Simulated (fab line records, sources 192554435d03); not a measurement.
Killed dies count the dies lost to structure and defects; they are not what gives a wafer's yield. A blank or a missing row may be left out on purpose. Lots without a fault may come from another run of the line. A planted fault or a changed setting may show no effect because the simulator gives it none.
Which tool is to blame? || flow n5-finfet || 12 lots with 36 wafers sampled at 3 steps, on a route of 1938 steps

== WHAT THE GAUGES SHOWED, per wafer ==
N5_BEOL_M1_OVL_MEAS_12.
{"lot": "L074", "measured": "day 6 10:46", "on": "overlay-01", "M1_OVL (nm)": "0.5 0.0 -0.1"}
{"lot": "L077", "measured": "day 7 01:07", "on": "overlay-02", "M1_OVL (nm)": "0.3 -0.6 -0.9"}
{"lot": "L079", "measured": "day 7 07:46", "on": "overlay-02", "M1_OVL (nm)": "0.0 0.5 -0.6"}
{"lot": "L081", "measured": "day 7 21:09", "on": "overlay-01", "M1_OVL (nm)": "-0.7 0.3 -0.6"}
{"lot": "L083", "measured": "day 8 02:10", "on": "overlay-01", "M1_OVL (nm)": "-0.2 -0.3 -0.8"}
{"lot": "L085", "measured": "day 8 22:52", "on": "overlay-02", "M1_OVL (nm)": "0.7 0.5 -0.2"}
{"lot": "L088", "measured": "day 9 18:29", "on": "overlay-02", "M1_OVL (nm)": "-0.2 0.2 -0.6"}
{"lot": "L089", "measured": "day 10 02:01", "on": "overlay-02", "M1_OVL (nm)": "0.5 -0.2 -0.7"}
{"lot": "L091", "measured": "day 10 09:48", "on": "overlay-02", "M1_OVL (nm)": "0.9 0.0 0.3"}
{"lot": "L094", "measured": "day 11 00:10", "on": "overlay-02", "M1_OVL (nm)": "-2.3 -1.0 0.0"}
{"lot": "L095", "measured": "day 11 04:55", "on": "overlay-02", "M1_OVL (nm)": "0.1 0.9 1.4"}
{"lot": "L097", "measured": "day 11 21:05", "on": "overlay-02", "M1_OVL (nm)": "-0.3 -0.4 0.4"}

== EACH LOT AND THE TOOL THAT RAN IT (in order: tool; ch and the chambers of the sampled wafers; start) ==
{"lot": "L074", "N5_BEOL_M0_CMP_120": "cmp-02 ch 0,1, day 6 09:16", "N5_BEOL_M0_CO_CAP_123": "cvd-co-02 ch 0,1,2, day 6 09:38"}
{"lot": "L077", "N5_BEOL_M0_CMP_120": "cmp-01 ch 0,1,3, day 6 22:16", "N5_BEOL_M0_CO_CAP_123": "cvd-co-02 ch 0,1, day 6 22:38"}
{"lot": "L079", "N5_BEOL_M0_CMP_120": "cmp-01 ch 0,2,3, day 7 04:57", "N5_BEOL_M0_CO_CAP_123": "cvd-co-01 ch 0,1,2, day 7 05:15"}
{"lot": "L081", "N5_BEOL_M0_CMP_120": "cmp-02 ch 0,1,2, day 7 18:59", "N5_BEOL_M0_CO_CAP_123": "cvd-co-02 ch 0,1, day 7 19:21"}
{"lot": "L083", "N5_BEOL_M0_CMP_120": "cmp-02 ch 1,2, day 7 23:51", "N5_BEOL_M0_CO_CAP_123": "cvd-co-01 ch 0,1, day 8 00:12"}
{"lot": "L085", "N5_BEOL_M0_CMP_120": "cmp-01 ch 0,1,2, day 8 20:25", "N5_BEOL_M0_CO_CAP_123": "cvd-co-02 ch 0,1, day 8 20:45"}
{"lot": "L088", "N5_BEOL_M0_CMP_120": "cmp-02 ch 0,1,2, day 9 15:43", "N5_BEOL_M0_CO_CAP_123": "cvd-co-02 ch 0,1,2, day 9 15:58"}
{"lot": "L089", "N5_BEOL_M0_CMP_120": "cmp-02 ch 0,3, day 9 23:52", "N5_BEOL_M0_CO_CAP_123": "cvd-co-01 ch 0,1, day 10 00:15"}
{"lot": "L091", "N5_BEOL_M0_CMP_120": "cmp-04 ch 0,2, day 10 06:52", "N5_BEOL_M0_CO_CAP_123": "cvd-co-01 ch 0,1, day 10 07:16"}
{"lot": "L094", "N5_BEOL_M0_CMP_120": "cmp-04 ch 0,3, day 10 21:19", "N5_BEOL_M0_CO_CAP_123": "cvd-co-01 ch 0,1, day 10 21:43"}
{"lot": "L095", "N5_BEOL_M0_CMP_120": "cmp-04 ch 0,1,2, day 11 03:27", "N5_BEOL_M0_CO_CAP_123": "cvd-co-01 ch 0,1, day 11 03:46"}
{"lot": "L097", "N5_BEOL_M0_CMP_120": "cmp-04 ch 0,2,3, day 11 19:56", "N5_BEOL_M0_CO_CAP_123": "cvd-co-01 ch 0,1, day 11 20:14"}
- N5_BEOL_M0_CMP_120: polishes, stops on SiOC, t overpolish 6.9 s.
- N5_BEOL_M0_CO_CAP_123: material Co, precursor CCTBA/H2, target thk 2 nm, time 102.1 s.

== THE ANSWER, worked out from the rows above alone ==
Rule: what is usual is taken from the lots themselves. The widest of any qualifying gaps counts: lots, ordered by their means at a reading, are off when they make up no more than a third of the lots, leave a main group of 4 or more, and stand apart from it by 3 or more times the standard deviation of that group's means. A main group is skipped when, at the precision printed for the reading in the tables above, its means are all equal. A lot without any number at a reading at which 4 lots or more have one is off too. All remaining lots with rows at the step are treated as sound.
Across all readings shown, no lot is off: no conclusion can be drawn from this.

== WHAT THE SIMULATOR HAD INSERTED ==
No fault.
